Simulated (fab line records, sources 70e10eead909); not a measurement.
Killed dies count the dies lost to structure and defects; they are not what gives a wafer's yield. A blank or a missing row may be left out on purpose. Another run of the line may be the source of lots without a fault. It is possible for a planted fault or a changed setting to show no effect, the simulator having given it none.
Chamber matching :: flow nandHarc :: NHARC_A_CONTACT_ETCH_75 on rieDiel-07: 4 sister chambers
The step etches the open film in CF4, target depth 39 nm, time 65 s. 4 wafers are shown with their chamber, then 11 later ones without.

## EACH WAFER AND ITS CHAMBER
wafer: L916.5
chamber: 2
showerheadPlenumPTorr (Torr): 1.71

wafer: L920.2
chamber: 0
showerheadPlenumPTorr (Torr): 1.86

wafer: L920.4
chamber: 1
showerheadPlenumPTorr (Torr): 1.66

wafer: L928.1
chamber: 3
showerheadPlenumPTorr (Torr): 1.90

## WAFERS MISSING THEIR CHAMBER
wafer: L928.3
showerheadPlenumPTorr (Torr): 1.85

wafer: L928.4
showerheadPlenumPTorr (Torr): 1.70

wafer: L930.2
showerheadPlenumPTorr (Torr): 1.85

wafer: L930.5
showerheadPlenumPTorr (Torr): 1.70

wafer: L930.6
showerheadPlenumPTorr (Torr): 1.65

wafer: L932.3
showerheadPlenumPTorr (Torr): 1.90

wafer: L932.4
showerheadPlenumPTorr (Torr): 1.70

wafer: L932.6
showerheadPlenumPTorr (Torr): 1.90

wafer: L933.2
showerheadPlenumPTorr (Torr): 1.85

wafer: L933.3
showerheadPlenumPTorr (Torr): 1.90

wafer: L933.4
showerheadPlenumPTorr (Torr): 1.70

## CHAMBER TAKEN BY EACH
wafer: L928.3
from the rows above: 0
in truth: 0

wafer: L928.4
from the rows above: 2
in truth: 2

wafer: L930.2
from the rows above: 0
in truth: 0

wafer: L930.5
from the rows above: 2
in truth: 2

wafer: L930.6
from the rows above: 1
in truth: 1

wafer: L932.3
from the rows above: 3
in truth: 3

wafer: L932.4
from the rows above: 2
in truth: 2

wafer: L932.6
from the rows above: 3
in truth: 3

wafer: L933.2
from the rows above: 0
in truth: 0

wafer: L933.3
from the rows above: 3
in truth: 3

wafer: L933.4
from the rows above: 2
in truth: 2
Placed correctly: 11 of 11. Number that these rows cannot place: 0. 0 placed wrongly.
How it was worked out, from the rows above alone: a wafer's distance from a chamber is the root of the sum, over the readings, of the square of ((its reading less the chamber's mean) divided by the reading's scatter). If the next closest chamber is less than 2 further off than the closest, the wafer can't be placed; otherwise it belongs to the closest. The mean given for a chamber averages the wafers shown for that chamber. The scatter (one wafer shown for each chamber): square how far every hidden wafer sits from the nearest shown wafer, average those squares and take the square root.
